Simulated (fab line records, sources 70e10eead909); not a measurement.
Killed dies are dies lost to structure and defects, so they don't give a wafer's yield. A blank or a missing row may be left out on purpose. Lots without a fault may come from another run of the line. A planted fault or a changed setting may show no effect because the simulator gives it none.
Which tool did it? | flow nand_harc | 12 lots, 36 wafers sampled, at 1 step of a route of 1302

WHAT THE GAUGES READ, wafer by wafer
NHARC_P_BONDPAD_OVL_MEAS_38.
lot  | measured     | on         | overlay_x_nm (nm)
L075 | day 7 05:39  | overlay-01 | -7 -7 -7
L077 | day 7 22:10  | overlay-02 | 10 10 10
L079 | day 8 14:05  | overlay-01 | -5 -4 -4
L081 | day 9 10:18  | overlay-01 | -7 -6 -7
L083 | day 10 03:48 | overlay-02 | 6 7 6
L085 | day 10 22:52 | overlay-01 | -9 -9 -9
L087 | day 11 23:05 | overlay-02 | -2 -2 -2
L089 | day 13 09:10 | overlay-01 | 2 2 2
L091 | day 13 18:47 | overlay-02 | 5 5 5
L092 | day 14 09:51 | overlay-01 | -15 -15 -15
L095 | day 15 15:32 | overlay-02 | 3 3 3
L097 | day 16 01:47 | overlay-02 | -1 0 0

WHICH TOOL RAN EACH LOT (tool, then ch and the chambers of the sampled wafers, then the start)
The record holds no process step before these readings.

THE ANSWER, worked out from the rows above alone
Rule: what is usual is taken from the lots themselves. Put in order of their means at a reading, lots are off if they are a third of the lots or fewer, leave a main group of 4 or more, and stand apart from it by a gap of 3 or more times the standard deviation of the main group's means; of several such gaps the widest counts. A main group whose means are all the same, to the digits that the tables above print for the reading, isn't used. A lot without any number at a reading at which 4 lots or more have one is off too. The other lots that the step has rows for count as sound.
No lot is off at any reading shown: from this, nothing can be told.

WHAT THE SIMULATOR HAD PUT IN
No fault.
